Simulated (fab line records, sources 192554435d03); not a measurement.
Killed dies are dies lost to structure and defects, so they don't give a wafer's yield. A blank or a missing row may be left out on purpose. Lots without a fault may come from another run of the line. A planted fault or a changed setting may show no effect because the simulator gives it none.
Chamber matching | flow n5_finfet | N5_BEOL_M12_DESCUM_33 on rie_diel-03: 4 sister chambers
The step chemistry O2, time 7.9 s. 14 wafers are shown with their chamber, then 7 later ones without.

WAFERS WITH THEIR CHAMBER
wafer  | chamber | drypump_motor_current_A (A) | throttle_valve_pct (%) | showerhead_plenum_p_Torr (Torr)
L079.1 | 0       | 5.3                         | 20.55                  | 2.08
L079.4 | 3       | 5.5                         | 20.42                  | 2.03
L079.6 | 0       | 5.4                         | 20.56                  | 2.08
L087.1 | 2       | 6.0                         | 20.68                  | 2.14
L087.5 | 0       | 5.3                         | 20.56                  | 2.07
L087.6 | 1       | 6.6                         | 20.10                  | 2.02
L086.1 | 2       | 6.0                         | 20.67                  | 2.14
L086.2 | 3       | 5.5                         | 20.45                  | 2.03
L086.4 | 0       | 5.3                         | 20.56                  | 2.07
L090.3 | 1       | 6.6                         | 20.11                  | 2.01
L090.5 | 1       | 6.6                         | 20.12                  | 2.01
L090.6 | 3       | 5.5                         | 20.46                  | 2.02
L091.1 | 0       | 5.4                         | 20.58                  | 2.07
L091.4 | 2       | 6.0                         | 20.70                  | 2.13

SIGNATURES (means of the wafers above)
reading                  | chamber 0 | chamber 1 | chamber 2 | chamber 3 | scatter within a chamber
drypump_motor_current_A  | 5.340     | 6.600     | 6.000     | 5.500     | 0.0346
throttle_valve_pct       | 20.5620   | 20.1100   | 20.6833   | 20.4433   | 0.0142
showerhead_plenum_p_Torr | 2.0740    | 2.0133    | 2.1367    | 2.0267    | 0.00566
Rule: a wafer's distance from a chamber is the root of the sum, over the readings, of the square of ((its reading less the chamber's mean) divided by the reading's scatter). The wafer belongs to the nearest chamber; if the next one is less than 2 further off, it can't be placed. The scatter: the root of (the sum of the squares of (reading less its chamber's mean) over the shown wafers, divided by (wafers less chambers)).

WAFERS WITHOUT THEIR CHAMBER
wafer  | drypump_motor_current_A (A) | throttle_valve_pct (%) | showerhead_plenum_p_Torr (Torr)
L091.5 | 5.3                         | 20.59                  | 2.07
L093.1 | 5.5                         | 20.46                  | 2.02
L093.4 | 5.5                         | 20.48                  | 2.02
L093.6 | 6.6                         | 20.14                  | 2.01
L094.1 | 5.5                         | 20.48                  | 2.02
L094.2 | 6.0                         | 20.72                  | 2.13
L094.6 | 5.5                         | 20.47                  | 2.02

WHICH CHAMBER EACH WENT THROUGH
wafer  | from the rows above | in truth
L091.5 | 0                   | 0
L093.1 | 3                   | 3
L093.4 | 3                   | 3
L093.6 | 1                   | 1
L094.1 | 3                   | 3
L094.2 | 2                   | 2
L094.6 | 3                   | 3
Placed correctly: 7 of 7. Can't be placed from these rows: 0. Placed wrongly: 0.
